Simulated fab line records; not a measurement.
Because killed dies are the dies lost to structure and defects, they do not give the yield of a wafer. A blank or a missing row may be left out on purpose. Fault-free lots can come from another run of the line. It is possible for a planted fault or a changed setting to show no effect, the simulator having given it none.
The tool behind it: which one? :: flow n5Finfet :: Sampling: 24 lots, 72 wafers, 5 of 1938 route steps

## WHAT THE GAUGES SHOWED, per wafer
N5_BEOL_M4_CD_MEAS_35: target cd 18 nm, target cd y 22.4 nm. Usual: cdNm at 18.0 nm, with a standard deviation of 0.37.
lot: L074
measured: day 7 21:35
on: cdSem-02
cdNm (nm): 18.1 17.8 18.0
flag: 

lot: L075
measured: day 8 03:19
on: cdSem-02
cdNm (nm): 18.9 18.1 18.5
flag: 

lot: L076
measured: day 8 04:17
on: cdSem-02
cdNm (nm): 17.9 17.5 17.7
flag: 

lot: L077
measured: day 8 10:37
on: cdSem-03
cdNm (nm): 17.8 18.3 18.0
flag: 

lot: L078
measured: day 8 21:06
on: cdSem-02
cdNm (nm): 18.0 18.2 18.5
flag: 

lot: L079
measured: day 8 21:58
on: cdSem-02
cdNm (nm): 17.8 17.5 17.7
flag: 

lot: L080
measured: day 9 03:56
on: cdSem-02
cdNm (nm): 18.1 17.2 17.6
flag: 

lot: L081
measured: day 9 12:23
on: cdSem-02
cdNm (nm): 18.1 17.7 17.8
flag: 

lot: L082
measured: day 9 20:45
on: cdSem-01
cdNm (nm): 18.1 18.3 18.9
flag: 

lot: L083
measured: day 9 23:05
on: cdSem-01
cdNm (nm): 17.9 17.5 17.8
flag: 

lot: L084
measured: day 10 06:38
on: cdSem-02
cdNm (nm): 17.2 18.2 17.8
flag: 

lot: L085
measured: day 10 12:20
on: cdSem-02
cdNm (nm): 17.9 18.0 18.0
flag: 

lot: L086
measured: day 10 15:30
on: cdSem-01
cdNm (nm): 17.6 18.0 17.7
flag: 

lot: L087
measured: day 11 05:50
on: cdSem-01
cdNm (nm): 18.1 18.4 17.6
flag: 

lot: L090
measured: day 11 12:31
on: cdSem-03
cdNm (nm): 17.2 18.3 18.4
flag: 

lot: L088
measured: day 11 16:08
on: cdSem-03
cdNm (nm): 18.5 17.8 17.8
flag: 

lot: L089
measured: day 11 20:46
on: cdSem-01
cdNm (nm): 18.6 18.6 18.1
flag: 

lot: L091
measured: day 11 21:24
on: cdSem-02
cdNm (nm): 17.8 17.5 18.1
flag: 

lot: L092
measured: day 12 02:20
on: cdSem-03
cdNm (nm): 18.0 17.5 18.1
flag: 

lot: L093
measured: day 12 12:38
on: cdSem-01
cdNm (nm): 18.2 17.7 17.9
flag: 

lot: L094
measured: day 12 12:49
on: cdSem-01
cdNm (nm): 18.2 18.4 18.0
flag: 

lot: L095
measured: day 13 02:27
on: cdSem-01
cdNm (nm): 18.2 18.0 18.3
flag: 

lot: L096
measured: day 13 18:33
on: cdSem-03
cdNm (nm): 17.8 17.7 17.7
flag: 

lot: L097
measured: day 13 21:43
on: cdSem-02
cdNm (nm): 17.8 17.9 17.6
flag: 

## WHICH TOOL RAN EACH LOT (tool, then ch and the chambers of the sampled wafers, then the start)
lot: L074
N5_BEOL_M3_ETCHBACK_99: rieDiel-01 ch 0,3, day 7 12:52
N5_BEOL_M3_DEGAS_44: pvdSputter-03, day 7 13:31
N5_BEOL_M3_SPUTTER_79: pvdSputter-03, day 7 14:30
N5_BEOL_M3_ANNEAL_80: pvdSputter-03, day 7 14:35

lot: L075
N5_BEOL_M3_ETCHBACK_99: rieDiel-04 ch 0,1, day 7 17:51
N5_BEOL_M3_DEGAS_44: pvdSputter-03, day 7 18:40
N5_BEOL_M3_SPUTTER_79: pvdSputter-03, day 7 19:38
N5_BEOL_M3_ANNEAL_80: pvdSputter-03, day 7 19:43

lot: L076
N5_BEOL_M3_ETCHBACK_99: rieDiel-04 ch 0,1,3, day 7 21:01
N5_BEOL_M3_DEGAS_44: pvdSputter-03, day 7 21:42
N5_BEOL_M3_SPUTTER_79: pvdSputter-02, day 7 22:35
N5_BEOL_M3_ANNEAL_80: pvdSputter-02, day 7 22:40

lot: L077
N5_BEOL_M3_ETCHBACK_99: rieDiel-01 ch 0,2,3, day 7 21:12
N5_BEOL_M3_DEGAS_44: pvdSputter-01, day 7 21:56
N5_BEOL_M3_SPUTTER_79: pvdSputter-01, day 7 22:54
N5_BEOL_M3_ANNEAL_80: pvdSputter-01, day 7 22:59

lot: L078
N5_BEOL_M3_ETCHBACK_99: rieDiel-03 ch 0,1,2, day 8 00:11
N5_BEOL_M3_DEGAS_44: pvdSputter-01, day 8 00:55
N5_BEOL_M3_SPUTTER_79: pvdSputter-02, day 8 01:53
N5_BEOL_M3_ANNEAL_80: pvdSputter-02, day 8 01:58

lot: L079
N5_BEOL_M3_ETCHBACK_99: rieDiel-03 ch 0,2, day 8 09:43
N5_BEOL_M3_DEGAS_44: pvdSputter-01, day 8 10:47
N5_BEOL_M3_SPUTTER_79: pvdSputter-01, day 8 11:44
N5_BEOL_M3_ANNEAL_80: pvdSputter-01, day 8 11:49

lot: L080
N5_BEOL_M3_ETCHBACK_99: rieDiel-04 ch 2,3, day 8 12:53
N5_BEOL_M3_DEGAS_44: pvdSputter-01, day 8 13:37
N5_BEOL_M3_SPUTTER_79: pvdSputter-01, day 8 14:40
N5_BEOL_M3_ANNEAL_80: pvdSputter-01, day 8 14:44

lot: L081
N5_BEOL_M3_ETCHBACK_99: rieDiel-01 ch 1,2, day 8 21:19
N5_BEOL_M3_DEGAS_44: pvdSputter-01, day 8 22:07
N5_BEOL_M3_SPUTTER_79: pvdSputter-01, day 8 22:53
N5_BEOL_M3_ANNEAL_80: pvdSputter-01, day 8 22:58

lot: L082
N5_BEOL_M3_ETCHBACK_99: rieDiel-04 ch 2,3, day 9 04:59
N5_BEOL_M3_DEGAS_44: pvdSputter-01, day 9 06:02
N5_BEOL_M3_SPUTTER_79: pvdSputter-02, day 9 08:18
N5_BEOL_M3_ANNEAL_80: pvdSputter-02, day 9 08:23

lot: L083
N5_BEOL_M3_ETCHBACK_99: rieDiel-04 ch 1,3, day 9 14:47
N5_BEOL_M3_DEGAS_44: pvdSputter-02, day 9 15:55
N5_BEOL_M3_SPUTTER_79: pvdSputter-02, day 9 16:46
N5_BEOL_M3_ANNEAL_80: pvdSputter-02, day 9 16:51

lot: L084
N5_BEOL_M3_ETCHBACK_99: rieDiel-03 ch 0,1,2, day 9 19:16
N5_BEOL_M3_DEGAS_44: pvdSputter-02, day 9 20:14
N5_BEOL_M3_SPUTTER_79: pvdSputter-02, day 9 21:04
N5_BEOL_M3_ANNEAL_80: pvdSputter-02, day 9 21:09

lot: L085
N5_BEOL_M3_ETCHBACK_99: rieDiel-01 ch 0,1,2, day 9 22:19
N5_BEOL_M3_DEGAS_44: pvdSputter-01, day 9 23:16
N5_BEOL_M3_SPUTTER_79: pvdSputter-03, day 10 00:16
N5_BEOL_M3_ANNEAL_80: pvdSputter-03, day 10 00:20

lot: L086
N5_BEOL_M3_ETCHBACK_99: rieDiel-01 ch 2,3, day 10 02:08
N5_BEOL_M3_DEGAS_44: pvdSputter-01, day 10 03:10
N5_BEOL_M3_SPUTTER_79: pvdSputter-03, day 10 04:04
N5_BEOL_M3_ANNEAL_80: pvdSputter-03, day 10 04:08

lot: L087
N5_BEOL_M3_ETCHBACK_99: rieDiel-04 ch 2,3, day 10 17:58
N5_BEOL_M3_DEGAS_44: pvdSputter-02, day 10 19:01
N5_BEOL_M3_SPUTTER_79: pvdSputter-02, day 10 20:06
N5_BEOL_M3_ANNEAL_80: pvdSputter-02, day 10 20:11

lot: L090
N5_BEOL_M3_ETCHBACK_99: rieDiel-01 ch 0,3, day 11 01:52
N5_BEOL_M3_DEGAS_44: pvdSputter-01, day 11 02:37
N5_BEOL_M3_SPUTTER_79: pvdSputter-01, day 11 05:42
N5_BEOL_M3_ANNEAL_80: pvdSputter-01, day 11 05:47

lot: L088
N5_BEOL_M3_ETCHBACK_99: rieDiel-03 ch 0,1,2, day 11 05:20
N5_BEOL_M3_DEGAS_44: pvdSputter-03, day 11 06:36
N5_BEOL_M3_SPUTTER_79: pvdSputter-01, day 11 07:32
N5_BEOL_M3_ANNEAL_80: pvdSputter-01, day 11 07:37

lot: L089
N5_BEOL_M3_ETCHBACK_99: rieDiel-01 ch 0,2,3, day 11 08:43
N5_BEOL_M3_DEGAS_44: pvdSputter-01, day 11 09:48
N5_BEOL_M3_SPUTTER_79: pvdSputter-01, day 11 10:40
N5_BEOL_M3_ANNEAL_80: pvdSputter-01, day 11 10:44

lot: L091
N5_BEOL_M3_ETCHBACK_99: rieDiel-03 ch 0,3, day 11 11:47
N5_BEOL_M3_DEGAS_44: pvdSputter-01, day 11 12:42
N5_BEOL_M3_SPUTTER_79: pvdSputter-03, day 11 13:36
N5_BEOL_M3_ANNEAL_80: pvdSputter-03, day 11 13:41

lot: L092
N5_BEOL_M3_ETCHBACK_99: rieDiel-01 ch 0,1,2, day 11 14:57
N5_BEOL_M3_DEGAS_44: pvdSputter-03, day 11 16:10
N5_BEOL_M3_SPUTTER_79: pvdSputter-01, day 11 17:03
N5_BEOL_M3_ANNEAL_80: pvdSputter-01, day 11 17:08

lot: L093
N5_BEOL_M3_ETCHBACK_99: rieDiel-01 ch 2,3, day 11 20:56
N5_BEOL_M3_DEGAS_44: pvdSputter-01, day 11 21:47
N5_BEOL_M3_SPUTTER_79: pvdSputter-03, day 12 00:11
N5_BEOL_M3_ANNEAL_80: pvdSputter-03, day 12 00:16

lot: L094
N5_BEOL_M3_ETCHBACK_99: rieDiel-03 ch 0,1,3, day 12 01:28
N5_BEOL_M3_DEGAS_44: pvdSputter-03, day 12 02:18
N5_BEOL_M3_SPUTTER_79: pvdSputter-03, day 12 03:12
N5_BEOL_M3_ANNEAL_80: pvdSputter-03, day 12 03:17

lot: L095
N5_BEOL_M3_ETCHBACK_99: rieDiel-04 ch 0,3, day 12 11:58
N5_BEOL_M3_DEGAS_44: pvdSputter-02, day 12 12:46
N5_BEOL_M3_SPUTTER_79: pvdSputter-03, day 12 14:37
N5_BEOL_M3_ANNEAL_80: pvdSputter-03, day 12 14:42

lot: L096
N5_BEOL_M3_ETCHBACK_99: rieDiel-01 ch 0,3, day 13 04:29
N5_BEOL_M3_DEGAS_44: pvdSputter-02, day 13 05:04
N5_BEOL_M3_SPUTTER_79: pvdSputter-01, day 13 06:13
N5_BEOL_M3_ANNEAL_80: pvdSputter-01, day 13 06:18

lot: L097
N5_BEOL_M3_ETCHBACK_99: rieDiel-04 ch 1,2, day 13 07:38
N5_BEOL_M3_DEGAS_44: pvdSputter-01, day 13 08:43
N5_BEOL_M3_SPUTTER_79: pvdSputter-03, day 13 11:38
N5_BEOL_M3_ANNEAL_80: pvdSputter-03, day 13 11:43
- N5_BEOL_M3_ETCHBACK_99: etches SiO2 in CHF3, target depth 5 nm, time 10.4 s.
- N5_BEOL_M3_DEGAS_44: time 60 s.
- N5_BEOL_M3_SPUTTER_79: material Cu, target thk 4.5 nm, time 8.29 s.
- N5_BEOL_M3_ANNEAL_80: time 240 s.

## WHAT THE TOOLS THEMSELVES READ (means of the sampled wafers that have a number; where no wafer has one, the mark that the record gives instead)
N5_BEOL_M3_ETCHBACK_99. Usual: drypumpMotorCurrentA 5.8 A, standard deviation 0.61; oes_ar_750_au 0.79 a.u., standard deviation 0.082; oesProductAu 0.80 a.u., standard deviation 0.091; rfVppV 243 V, standard deviation 5.3; showerheadPlenumPTorr 2.14 Torr, standard deviation 0.062; throttleValvePct 17.10 %, standard deviation 0.28.
lot: L074
tool: rieDiel-01
drypumpMotorCurrentA (A): 5.9
oes_ar_750_au (a.u.): 0.88
oesProductAu (a.u.): 0.89
rfVppV (V): 242
showerheadPlenumPTorr (Torr): 2.14
throttleValvePct (%): 16.94
flag: 

lot: L075
tool: rieDiel-04
drypumpMotorCurrentA (A): 6.2
oes_ar_750_au (a.u.): 0.75
oesProductAu (a.u.): 0.75
rfVppV (V): 245
showerheadPlenumPTorr (Torr): 2.20
throttleValvePct (%): 17.32
flag: 

lot: L076
tool: rieDiel-04
drypumpMotorCurrentA (A): 6.3
oes_ar_750_au (a.u.): 0.73
oesProductAu (a.u.): 0.73
rfVppV (V): 245
showerheadPlenumPTorr (Torr): 2.15
throttleValvePct (%): 17.39
flag: 

lot: L077
tool: rieDiel-01
drypumpMotorCurrentA (A): 5.7
oes_ar_750_au (a.u.): 0.90
oesProductAu (a.u.): 0.92
rfVppV (V): 240
showerheadPlenumPTorr (Torr): 2.13
throttleValvePct (%): 16.78
flag: 

lot: L078
tool: rieDiel-03
drypumpMotorCurrentA (A): 5.3
oes_ar_750_au (a.u.): 0.77
oesProductAu (a.u.): 0.77
rfVppV (V): 245
showerheadPlenumPTorr (Torr): 2.13
throttleValvePct (%): 16.98
flag: 

lot: L079
tool: rieDiel-03
drypumpMotorCurrentA (A): 5.3
oes_ar_750_au (a.u.): 0.74
oesProductAu (a.u.): 0.74
rfVppV (V): 246
showerheadPlenumPTorr (Torr): 2.09
throttleValvePct (%): 17.09
flag: 

lot: L080
tool: rieDiel-04
drypumpMotorCurrentA (A): 6.0
oes_ar_750_au (a.u.): 0.82
oesProductAu (a.u.): 0.84
rfVppV (V): 251
showerheadPlenumPTorr (Torr): 2.16
throttleValvePct (%): 17.25
flag: 

lot: L081
tool: rieDiel-01
drypumpMotorCurrentA (A): 5.5
oes_ar_750_au (a.u.): 0.79
oesProductAu (a.u.): 0.80
rfVppV (V): 236
showerheadPlenumPTorr (Torr): 2.10
throttleValvePct (%): 17.07
flag: 

lot: L082
tool: rieDiel-04
drypumpMotorCurrentA (A): 6.0
oes_ar_750_au (a.u.): 0.80
oesProductAu (a.u.): 0.81
rfVppV (V): 251
showerheadPlenumPTorr (Torr): 2.16
throttleValvePct (%): 17.25
flag: 

lot: L083
tool: rieDiel-04
drypumpMotorCurrentA (A): 6.5
oes_ar_750_au (a.u.): 0.75
oesProductAu (a.u.): 0.76
rfVppV (V): 247
showerheadPlenumPTorr (Torr): 2.14
throttleValvePct (%): 17.24
flag: 

lot: L084
tool: rieDiel-03
drypumpMotorCurrentA (A): 5.3
oes_ar_750_au (a.u.): 0.76
oesProductAu (a.u.): 0.76
rfVppV (V): 244
showerheadPlenumPTorr (Torr): 2.13
throttleValvePct (%): 17.00
flag: 

lot: L085
tool: rieDiel-01
drypumpMotorCurrentA (A): 5.3
oes_ar_750_au (a.u.): 0.83
oesProductAu (a.u.): 0.84
rfVppV (V): 237
showerheadPlenumPTorr (Torr): 2.12
throttleValvePct (%): 16.92
flag: 

lot: L086
tool: rieDiel-01
drypumpMotorCurrentA (A): 6.2
oes_ar_750_au (a.u.): 0.89
oesProductAu (a.u.): 0.91
rfVppV (V): 240
showerheadPlenumPTorr (Torr): 2.10
throttleValvePct (%): 16.72
flag: 

lot: L087
tool: rieDiel-04
drypumpMotorCurrentA (A): 6.0
oes_ar_750_au (a.u.): 0.79
oesProductAu (a.u.): 0.80
rfVppV (V): 250
showerheadPlenumPTorr (Torr): 2.16
throttleValvePct (%): 17.28
flag: 

lot: L090
tool: rieDiel-01
drypumpMotorCurrentA (A): 5.3
oes_ar_750_au (a.u.): 0.84
oesProductAu (a.u.): 0.86
rfVppV (V): 239
showerheadPlenumPTorr (Torr): 2.16
throttleValvePct (%): 16.93
flag: 

lot: L088
tool: rieDiel-03
drypumpMotorCurrentA (A): 5.3
oes_ar_750_au (a.u.): 0.75
oesProductAu (a.u.): 0.75
rfVppV (V): 245
showerheadPlenumPTorr (Torr): 2.12
throttleValvePct (%): 17.02
flag: 

lot: L089
tool: rieDiel-01
drypumpMotorCurrentA (A): 5.7
oes_ar_750_au (a.u.): 0.86
oesProductAu (a.u.): 0.88
rfVppV (V): 240
showerheadPlenumPTorr (Torr): 2.12
throttleValvePct (%): 16.83
flag: 

lot: L091
tool: rieDiel-03
drypumpMotorCurrentA (A): 5.8
oes_ar_750_au (a.u.): 0.74
oesProductAu (a.u.): 0.74
rfVppV (V): 246
showerheadPlenumPTorr (Torr): 2.21
throttleValvePct (%): 17.00
flag: 

lot: L092
tool: rieDiel-01
drypumpMotorCurrentA (A): 5.3
oes_ar_750_au (a.u.): 0.82
oesProductAu (a.u.): 0.82
rfVppV (V): 237
showerheadPlenumPTorr (Torr): 2.12
throttleValvePct (%): 16.96
flag: 

lot: L093
tool: rieDiel-01
drypumpMotorCurrentA (A): 6.3
oes_ar_750_au (a.u.): 0.85
oesProductAu (a.u.): 0.86
rfVppV (V): 242
showerheadPlenumPTorr (Torr): 2.10
throttleValvePct (%): 16.88
flag: 

lot: L094
tool: rieDiel-03
drypumpMotorCurrentA (A): 5.5
oes_ar_750_au (a.u.): 0.74
oesProductAu (a.u.): 0.76
rfVppV (V): 245
showerheadPlenumPTorr (Torr): 2.18
throttleValvePct (%): 16.97
flag: 

lot: L095
tool: rieDiel-04
drypumpMotorCurrentA (A): 6.0
oes_ar_750_au (a.u.): 0.84
oesProductAu (a.u.): 0.85
rfVppV (V): 243
showerheadPlenumPTorr (Torr): 2.15
throttleValvePct (%): 17.31
flag: 

lot: L096
tool: rieDiel-01
drypumpMotorCurrentA (A): 5.3
oes_ar_750_au (a.u.): 0.83
oesProductAu (a.u.): 0.84
rfVppV (V): 238
showerheadPlenumPTorr (Torr): 2.15
throttleValvePct (%): 16.96
flag: 

lot: L097
tool: rieDiel-04
drypumpMotorCurrentA (A): 6.0
oes_ar_750_au (a.u.): 0.79
oesProductAu (a.u.): 0.81
rfVppV (V): 251
showerheadPlenumPTorr (Torr): 2.20
throttleValvePct (%): 17.23
flag: 

N5_BEOL_M3_DEGAS_44. Usual: heaterPowerW at 332 W, with a standard deviation of 20.
lot: L074
tool: pvdSputter-03
heaterPowerW (W): 346
flag: 

lot: L075
tool: pvdSputter-03
heaterPowerW (W): 337
flag: 

lot: L076
tool: pvdSputter-03
heaterPowerW (W): 336
flag: 

lot: L077
tool: pvdSputter-01
heaterPowerW (W): 316
flag: 

lot: L078
tool: pvdSputter-01
heaterPowerW (W): 319
flag: 

lot: L079
tool: pvdSputter-01
heaterPowerW (W): 309
flag: 

lot: L080
tool: pvdSputter-01
heaterPowerW (W): 323
flag: 

lot: L081
tool: pvdSputter-01
heaterPowerW (W): 316
flag: 

lot: L082
tool: pvdSputter-01
heaterPowerW (W): 325
flag: 

lot: L083
tool: pvdSputter-02
heaterPowerW (W): 371
flag: 

lot: L084
tool: pvdSputter-02
heaterPowerW (W): 368
flag: 

lot: L085
tool: pvdSputter-01
heaterPowerW (W): 313
flag: 

lot: L086
tool: pvdSputter-01
heaterPowerW (W): 326
flag: 

lot: L087
tool: pvdSputter-02
heaterPowerW (W): 341
flag: 

lot: L090
tool: pvdSputter-01
heaterPowerW (W): 331
flag: 

lot: L088
tool: pvdSputter-03
heaterPowerW (W): 338
flag: 

lot: L089
tool: pvdSputter-01
heaterPowerW (W): 321
flag: 

lot: L091
tool: pvdSputter-01
heaterPowerW (W): 336
flag: 

lot: L092
tool: pvdSputter-03
heaterPowerW (W): 335
flag: 

lot: L093
tool: pvdSputter-01
heaterPowerW (W): 319
flag: 

lot: L094
tool: pvdSputter-03
heaterPowerW (W): 343
flag: 

lot: L095
tool: pvdSputter-02
heaterPowerW (W): 356
flag: 

lot: L096
tool: pvdSputter-02
heaterPowerW (W): 339
flag: 

lot: L097
tool: pvdSputter-01
heaterPowerW (W): 329
flag: 

N5_BEOL_M3_SPUTTER_79. Usual: substrateTempC -19.99 C, standard deviation 0.11; throttleValvePct 30.2 %, standard deviation 1.
lot: L074
tool: pvdSputter-03
substrateTempC (C): -20.09
throttleValvePct (%): 30.1
flag: 

lot: L075
tool: pvdSputter-03
substrateTempC (C): -19.95
throttleValvePct (%): 30.5
flag: 

lot: L076
tool: pvdSputter-02
substrateTempC (C): -20.07
throttleValvePct (%): 29.5
flag: 

lot: L077
tool: pvdSputter-01
substrateTempC (C): -20.02
throttleValvePct (%): 29.5
flag: 

lot: L078
tool: pvdSputter-02
substrateTempC (C): -20.03
throttleValvePct (%): 29.9
flag: 

lot: L079
tool: pvdSputter-01
substrateTempC (C): -19.97
throttleValvePct (%): 30.4
flag: 

lot: L080
tool: pvdSputter-01
substrateTempC (C): -20.00
throttleValvePct (%): 30.0
flag: 

lot: L081
tool: pvdSputter-01
substrateTempC (C): -19.88
throttleValvePct (%): 29.5
flag: 

lot: L082
tool: pvdSputter-02
substrateTempC (C): -19.93
throttleValvePct (%): 28.7
flag: 

lot: L083
tool: pvdSputter-02
substrateTempC (C): -19.99
throttleValvePct (%): 29.4
flag: 

lot: L084
tool: pvdSputter-02
substrateTempC (C): -20.00
throttleValvePct (%): 29.4
flag: 

lot: L085
tool: pvdSputter-03
substrateTempC (C): -19.94
throttleValvePct (%): 30.3
flag: 

lot: L086
tool: pvdSputter-03
substrateTempC (C): -20.12
throttleValvePct (%): 30.5
flag: 

lot: L087
tool: pvdSputter-02
substrateTempC (C): -20.08
throttleValvePct (%): 30.7
flag: 

lot: L090
tool: pvdSputter-01
substrateTempC (C): -19.81
throttleValvePct (%): 30.8
flag: 

lot: L088
tool: pvdSputter-01
substrateTempC (C): -19.99
throttleValvePct (%): 29.7
flag: 

lot: L089
tool: pvdSputter-01
substrateTempC (C): -19.93
throttleValvePct (%): 29.7
flag: 

lot: L091
tool: pvdSputter-03
substrateTempC (C): -19.91
throttleValvePct (%): 30.6
flag: 

lot: L092
tool: pvdSputter-01
substrateTempC (C): -19.98
throttleValvePct (%): 30.5
flag: 

lot: L093
tool: pvdSputter-03
substrateTempC (C): -20.02
throttleValvePct (%): 30.2
flag: 

lot: L094
tool: pvdSputter-03
substrateTempC (C): -20.00
throttleValvePct (%): 30.2
flag: 

lot: L095
tool: pvdSputter-03
substrateTempC (C): -20.07
throttleValvePct (%): 30.3
flag: 

lot: L096
tool: pvdSputter-01
substrateTempC (C): -20.12
throttleValvePct (%): 30.8
flag: 

lot: L097
tool: pvdSputter-03
substrateTempC (C): -19.90
throttleValvePct (%): 30.4
flag: 

N5_BEOL_M3_ANNEAL_80. Usual: heaterPowerW at 840 W, with a standard deviation of 62.
lot: L074
tool: pvdSputter-03
heaterPowerW (W): 825
flag: 

lot: L075
tool: pvdSputter-03
heaterPowerW (W): 841
flag: 

lot: L076
tool: pvdSputter-02
heaterPowerW (W): 894
flag: 

lot: L077
tool: pvdSputter-01
heaterPowerW (W): 807
flag: 

lot: L078
tool: pvdSputter-02
heaterPowerW (W): 920
flag: 

lot: L079
tool: pvdSputter-01
heaterPowerW (W): 809
flag: 

lot: L080
tool: pvdSputter-01
heaterPowerW (W): 822
flag: 

lot: L081
tool: pvdSputter-01
heaterPowerW (W): 799
flag: 

lot: L082
tool: pvdSputter-02
heaterPowerW (W): 967
flag: 

lot: L083
tool: pvdSputter-02
heaterPowerW (W): 902
flag: 

lot: L084
tool: pvdSputter-02
heaterPowerW (W): 904
flag: 

lot: L085
tool: pvdSputter-03
heaterPowerW (W): 831
flag: 

lot: L086
tool: pvdSputter-03
heaterPowerW (W): 840
flag: 

lot: L087
tool: pvdSputter-02
heaterPowerW (W): 866
flag: 

lot: L090
tool: pvdSputter-01
heaterPowerW (W): 795
flag: 

lot: L088
tool: pvdSputter-01
heaterPowerW (W): 792
flag: 

lot: L089
tool: pvdSputter-01
heaterPowerW (W): 824
flag: 

lot: L091
tool: pvdSputter-03
heaterPowerW (W): 871
flag: 

lot: L092
tool: pvdSputter-01
heaterPowerW (W): 802
flag: 

lot: L093
tool: pvdSputter-03
heaterPowerW (W): 846
flag: 

lot: L094
tool: pvdSputter-03
heaterPowerW (W): 848
flag: 

lot: L095
tool: pvdSputter-03
heaterPowerW (W): 836
flag: 

lot: L096
tool: pvdSputter-01
heaterPowerW (W): 795
flag: 

lot: L097
tool: pvdSputter-03
heaterPowerW (W): 846
flag: 

## THE ANSWER, worked out from the rows above alone
Rule: take the mean of a lot's wafers that have a number; if it is more than 3 standard deviations from the usual mean, the lot is off. Also off: a lot with no number at a reading for which 4 or more lots have one. All remaining lots with rows at the step are treated as sound. First the gauges in route order, then the tools' own readings, where a lot's mean is used as printed above. At the first step where some lot is off, the reading lying furthest off is the one used; lots without a number count as furthest.
Nothing can be told from this: no lot is off at any reading shown.

## WHAT THE SIMULATOR HAD INSERTED
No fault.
